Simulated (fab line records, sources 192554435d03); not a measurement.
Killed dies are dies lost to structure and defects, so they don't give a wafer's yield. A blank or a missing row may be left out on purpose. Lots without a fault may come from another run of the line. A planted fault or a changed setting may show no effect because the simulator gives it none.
Chamber matching | flow n5_finfet | N5_MOL_CONTACT_COAG_ETCH_90 on rie_diel-06: 4 sister chambers
The step etches SiARC in CF4, target depth 13 nm, time 21.7 s. 4 wafers are shown with their chamber, then 7 later ones without.

WAFERS WITH THEIR CHAMBER
wafer  | chamber | drypump_motor_current_A (A)
L079.1 | 3       | 6.5
L084.4 | 1       | 6.0
L085.1 | 2       | 5.5
L085.2 | 0       | 6.6

WAFERS WITHOUT THEIR CHAMBER
wafer  | drypump_motor_current_A (A)
L085.5 | 6.6
L090.3 | 5.5
L090.4 | 5.5
L090.6 | 6.5
L093.1 | 5.4
L093.4 | 6.4
L093.6 | 5.5

WHICH CHAMBER EACH WENT THROUGH
wafer  | from the rows above     | in truth
L085.5 | can't be placed: 0 or 3 | 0
L090.3 | 2                       | 2
L090.4 | 2                       | 2
L090.6 | can't be placed: 3 or 0 | 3
L093.1 | 2                       | 2
L093.4 | can't be placed: 3 or 0 | 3
L093.6 | 2                       | 2
Placed correctly: 4 of 7. Can't be placed from these rows: 3 (the true chamber is among the candidates in 3). Placed wrongly: 0.
How it was worked out, from the rows above alone: a wafer's distance from a chamber is the root of the sum, over the readings, of the square of ((its reading less the chamber's mean) divided by the reading's scatter). The wafer belongs to the nearest chamber; if the next one is less than 2 further off, it can't be placed. A chamber's mean is the mean of its shown wafers. The scatter: with one shown wafer a chamber, the root of the mean of the squares of how far each hidden wafer lies from its nearest shown one.
